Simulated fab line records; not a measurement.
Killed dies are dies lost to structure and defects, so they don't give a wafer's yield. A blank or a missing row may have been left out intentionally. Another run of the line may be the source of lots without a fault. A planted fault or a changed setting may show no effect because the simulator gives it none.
Which tool did it?	flow n5Finfet	24 lots with 72 wafers sampled at 2 steps, on a route of 1938 steps

## WHAT THE GAUGES READ, wafer by wafer
N5_BEOL_M4_OCD_MEAS_38. Usual: 55.8 nm for trenchDepthNm, sd 0.88.
lot	measured	on	trenchDepthNm (nm)	flag
L074	day 7 13:10	ocd-02	56.2 54.8 55.0	
L075	day 7 19:14	ocd-02	56.3 56.5 54.0	
L076	day 8 14:21	ocd-01	56.2 54.5 55.2	
L077	day 9 07:58	ocd-02	54.8 55.0 55.3	
L080	day 9 08:22	ocd-01	57.4 55.5 55.6	
L079	day 9 08:27	ocd-02	56.0 56.4 55.7	
L078	day 9 12:45	ocd-01	55.6 55.8 57.4	
L082	day 9 14:29	ocd-01	55.3 54.9 57.1	
L083	day 9 17:19	ocd-01	55.4 56.0 57.4	
L081	day 10 00:29	ocd-01	55.7 55.6 56.5	
L084	day 10 18:55	ocd-02	54.8 54.1 55.3	
L085	day 10 21:20	ocd-02	56.2 56.0 57.6	
L086	day 11 05:03	ocd-02	55.1 55.7 55.6	
L087	day 11 13:56	ocd-01	55.1 57.7 57.4	
L088	day 11 17:03	ocd-01	56.4 56.1 56.1	
L089	day 12 07:28	ocd-01	56.1 55.6 54.9	
L091	day 12 08:55	ocd-01	55.9 54.6 56.2	
L090	day 12 09:10	ocd-02	55.8 55.6 57.1	
L092	day 12 12:28	ocd-01	57.1 55.2 55.6	
L093	day 12 16:25	ocd-02	56.2 56.8 56.9	
L094	day 13 06:12	ocd-01	55.1 55.4 55.0	
L095	day 13 13:43	ocd-02	56.7 55.9 55.9	
L096	day 13 21:41	ocd-02	54.8 56.5 57.1	
L097	day 13 22:10	ocd-01	55.9 56.0 55.0	

## EACH LOT AND THE TOOL THAT RAN IT (in order: tool; ch and the chambers of the sampled wafers; start)
lot	N5_BEOL_M4_STRIP_36
L074	rieDiel-04 ch 0,1,2, day 7 12:58
L075	rieDiel-04 ch 1,2,3, day 7 19:02
L076	rieDiel-02 ch 0,3, day 8 14:10
L077	rieDiel-03 ch 0,1,3, day 9 07:46
L080	rieDiel-02 ch 0,2,3, day 9 08:10
L079	rieDiel-04 ch 0,3, day 9 08:15
L078	rieDiel-02 ch 0,2,3, day 9 12:34
L082	rieDiel-02 ch 0,2,3, day 9 14:18
L083	rieDiel-02 ch 0,2,3, day 9 17:08
L081	rieDiel-02 ch 0,2,3, day 10 00:17
L084	rieDiel-02 ch 1,2,3, day 10 18:44
L085	rieDiel-04 ch 0,1, day 10 21:08
L086	rieDiel-03 ch 0,3, day 11 04:52
L087	rieDiel-04 ch 1,2, day 11 13:44
L088	rieDiel-03 ch 0,1,3, day 11 16:52
L089	rieDiel-03 ch 0,3, day 12 07:16
L091	rieDiel-03 ch 0,1, day 12 08:44
L090	rieDiel-04 ch 0,1,3, day 12 08:58
L092	rieDiel-03 ch 0,1,2, day 12 12:16
L093	rieDiel-02 ch 2,3, day 12 16:13
L094	rieDiel-03 ch 1,2, day 13 06:01
L095	rieDiel-02 ch 2,3, day 13 13:31
L096	rieDiel-02 ch 1,2,3, day 13 21:29
L097	rieDiel-02 ch 2,3, day 13 21:59
- N5_BEOL_M4_STRIP_36: strips in N2/H2.

## AS READ BY THE TOOLS THEMSELVES (means over the sampled wafers that have a number; for cases with no such wafer, the mark the record gives instead)
N5_BEOL_M4_STRIP_36. Usual: drypumpMotorCurrentA 5.7 A, standard deviation 0.47; oesProductAu 0.80 a.u., standard deviation 0.1; rfVppV 59.1 V, standard deviation 1.4; showerheadPlenumPTorr 2.56 Torr, standard deviation 0.094; throttleValvePct 23.6 %, standard deviation 0.31.
lot	tool	drypumpMotorCurrentA (A)	oesProductAu (a.u.)	rfVppV (V)	showerheadPlenumPTorr (Torr)	throttleValvePct (%)	flag
L074	rieDiel-04	6.2	0.69	58.9	2.44	23.7	
L075	rieDiel-04	6.1	0.76	57.2	2.50	23.5	
L076	rieDiel-02	5.4	0.73	58.6	2.44	23.4	
L077	rieDiel-03	5.5	0.84	60.0	2.60	23.5	
L080	rieDiel-02	5.4	0.71	59.8	2.51	23.8	
L079	rieDiel-04	6.5	0.91	59.5	2.63	23.6	
L078	rieDiel-02	5.4	0.71	59.4	2.51	23.7	
L082	rieDiel-02	5.4	0.71	60.1	2.51	23.8	
L083	rieDiel-02	5.4	0.72	58.8	2.51	23.8	
L081	rieDiel-02	5.4	0.71	58.0	2.51	23.8	
L084	rieDiel-02	5.7	0.70	59.6	2.59	23.9	
L085	rieDiel-04	6.6	0.92	58.6	2.64	23.5	
L086	rieDiel-03	5.7	0.85	60.1	2.64	23.6	
L087	rieDiel-04	6.1	0.95	59.0	2.56	23.2	
L088	rieDiel-03	5.5	0.82	58.3	2.59	23.6	
L089	rieDiel-03	5.7	0.83	58.9	2.63	23.6	
L091	rieDiel-03	5.5	0.74	59.5	2.53	23.8	
L090	rieDiel-04	6.5	0.88	59.1	2.59	23.5	
L092	rieDiel-03	5.4	0.76	59.2	2.54	23.6	
L093	rieDiel-02	5.3	0.91	59.5	2.58	23.9	
L094	rieDiel-03	5.3	0.78	57.5	2.55	23.4	
L095	rieDiel-02	5.5	0.78	60.2	2.55	23.8	
L096	rieDiel-02	5.7	0.86	58.9	2.57	23.8	
L097	rieDiel-02	5.3	0.86	59.1	2.58	24.0	

## THE ANSWER, worked out from the rows above alone
Rule: lot off if the mean of its wafers having a number is beyond 3 standard deviations from the usual mean. Also off: a lot with no number at a reading for which 4 or more lots have one. Any other lot the step has rows for is counted as sound. First the gauges in route order, then the tools' own readings, where a lot's mean is used as printed above. At the first step where some lot is off, the reading lying furthest off is the one used; lots without a number count as furthest.
Across all readings shown, no lot is off: no conclusion can be drawn from this.

## WHAT THE SIMULATOR HAD PUT IN
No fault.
